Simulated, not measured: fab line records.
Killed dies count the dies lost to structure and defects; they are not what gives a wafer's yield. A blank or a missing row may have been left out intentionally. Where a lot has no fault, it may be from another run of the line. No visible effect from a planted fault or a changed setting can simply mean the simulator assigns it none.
Chamber matching -- flow nandHarc -- NHARC_A_STAIRCASE_DESCUM_11 on rieDiel-04 has 4 sister chambers
The step chemistry O2, time 3 s. 4 wafers are shown with their chamber, then 12 later ones without.

WAFERS WITH THEIR CHAMBER
wafer,chamber,showerheadPlenumPTorr (Torr)
L090.2,0,1.83
L090.5,2,1.96
L091.3,3,2.02
L091.5,1,1.77

WAFERS WHOSE CHAMBER IS MISSING
wafer,showerheadPlenumPTorr (Torr)
L091.2,1.83
L091.4,1.96
L091.6,1.96
L093.2,1.83
L093.3,2.02
L093.5,2.02
L094.3,2.08
L094.4,1.82
L094.6,2.08
L096.2,2.07
L096.3,2.01
L096.6,1.82

WHICH CHAMBER EACH WENT THROUGH
wafer,from the rows above,in truth
L091.2,0,0
L091.4,2,2
L091.6,2,2
L093.2,0,0
L093.3,3,3
L093.5,3,3
L094.3,3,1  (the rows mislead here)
L094.4,can't be placed: 0 or 1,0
L094.6,3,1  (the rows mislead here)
L096.2,3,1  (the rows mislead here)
L096.3,can't be placed: 3 or 2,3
L096.6,can't be placed: 0 or 1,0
Correct placement for 6 of the 12. From these rows, 3 cannot be placed; in 3 the true chamber is one of the candidates. Placed wrongly: 3.
How it was worked out, from the rows above alone: a wafer's distance from a chamber is the root of the sum, over the readings, of the square of ((its reading less the chamber's mean) divided by the reading's scatter). If the next closest chamber is less than 2 further off than the closest, the wafer can't be placed; otherwise it belongs to the closest. A chamber's mean is the mean of its shown wafers. The scatter (one wafer shown for each chamber): square how far every hidden wafer sits from the nearest shown wafer, average those squares and take the square root.
